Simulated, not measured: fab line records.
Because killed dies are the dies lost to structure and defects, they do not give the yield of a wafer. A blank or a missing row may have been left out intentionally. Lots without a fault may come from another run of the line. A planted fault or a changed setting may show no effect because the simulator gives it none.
Split-lot trial	flow n5-finfet	route with 1938 steps; 7 lots, 21 wafers read

== THE SPLIT ==
At N5_BEOL_M5_EXPOSE_08 (exposes mask M5, target cd 28 nm), the setting dose-mj was moved away from the recipe's 35.75 on 7 of the 21 wafers read, by -6.7% to +7.4%. The other wafers ran this setting at the recipe's value.

== FROM THE SPLIT TO THE READING: what the file shows between them, 2 steps ==
- N5_BEOL_M5_PEB_09: peb time 60 s
- N5_BEOL_M5_DEVELOP_10: develop time 30 s

== THE READING ==
cd-nm at N5_BEOL_M5_CD_MEAS_11, given in nm (cd target 27.74 nm). Fault-free wafers of this fab line usually give 28.03 nm, standard deviation 0.27 nm.

wafer	tool, chamber at the split	dose-mj as run	against the recipe	cd-nm, nm	against lot-mates on the recipe
L082.2	euv-scanner-01, 0	35.75	recipe	27.80	-
L082.4	euv-scanner-01, 0	35.75	recipe	28.49	-
L082.6	euv-scanner-01, 0	35.75	recipe	28.89	-
L081.1	euv-scanner-01, 0	35.75	recipe	28.15	-
L081.2	euv-scanner-01, 0	35.75	recipe	28.09	-
L081.3	euv-scanner-01, 0	35.75	recipe	28.06	-
L083.3	euv-scanner-01, 0	38.4	+7.4%	29.47	+1.45
L083.4	euv-scanner-01, 0	35.75	recipe	28.01	-
L083.6	euv-scanner-01, 0	35.75	recipe	28.03	-
L087.1	euv-scanner-01, 0	35.75	recipe	27.80	-
L087.2	euv-scanner-01, 0	34.4	-3.8%	26.80	-1.00
L087.3	euv-scanner-01, 0	34.4	-3.8%	27.21	-0.59
L088.1	euv-scanner-01, 0	35.75	recipe	27.86	-
L088.4	euv-scanner-01, 0	35.75	recipe	28.06	-
L088.6	euv-scanner-01, 0	35.75	recipe	28.04	-
L086.1	euv-scanner-01, 0	35.75	recipe	28.19	-
L086.2	euv-scanner-01, 0	33.34	-6.7%	26.33	-1.86
L086.3	euv-scanner-01, 0	33.34	-6.7%	26.33	-1.86
L090.2	euv-scanner-01, 0	34.98	-2.2%	27.51	-0.73
L090.4	euv-scanner-01, 0	35.75	recipe	28.24	-
L090.6	euv-scanner-01, 0	34.98	-2.2%	27.40	-0.84

THE FIT
A straight line over all 21 wafers: cd-nm changes by +0.241 nm for each +1% of dose-mj; r = +0.93; the points scatter about the line by 0.27 nm.
The same after taking each lot's own level away (the mean of its wafers on the recipe; 21 wafers): +0.241 nm for each +1%; r = +0.95; scatter 0.24 nm.
On that fit, the largest move of dose-mj shifts the reading by 1.8 nm.
From 27.800 to 28.393 nm: that is the span of the lots' own levels, equal to 2.2 times the standard deviation above.
Consequently the slope shifts little with the lot-to-lot level, the two slopes agreeing.
Check: +1.97 nm against its lot-mates is what the line predicts for one of the wafers moved furthest among these (+7.4%) when that wafer is left out of the fit. Against them it came out at +1.45 nm.

== THE WHOLE CHAIN: every reading that the file lists as answering this split, in the file's order ==
step	what it does	reading	change (the file's fit)	r (the file's)
N5_BEOL_M5_CD_MEAS_11	target cd 27.74 nm	cd-nm	+0.235 nm for each +1% of the setting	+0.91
N5_BEOL_M5_DESCUM_16	chemistry O2, time 7 s	BEOL_M5.cd-nm (the simulator's own value, which no gauge read)	+0.205 nm for each +1% of the setting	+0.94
N5_BEOL_M5_ETCH_72	etches underlayer in N2/H2, target depth 6.5 nm, time 5.2 s	BEOL_M5.cd-nm (the simulator's own value, which no gauge read)	+0.226 nm for each +1% of the setting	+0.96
N5_BEOL_M5_ETCH_62	etches SOC in N2/H2, target depth 75 nm, overetch 15 nm, time 112.5 s	BEOL_M5.cd-nm (the simulator's own value, which no gauge read)	+0.143 nm for each +1% of the setting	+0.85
N5_BEOL_M5_ETCH_75	etches underlayer in N2/H2, target depth 6.5 nm, time 5.2 s	BEOL_M5.cd-nm (the simulator's own value, which no gauge read)	+0.169 nm for each +1% of the setting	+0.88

== THE FILE'S OWN FIT ==
cd-nm changes by +0.235 nm for each +1% of dose-mj, r = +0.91.
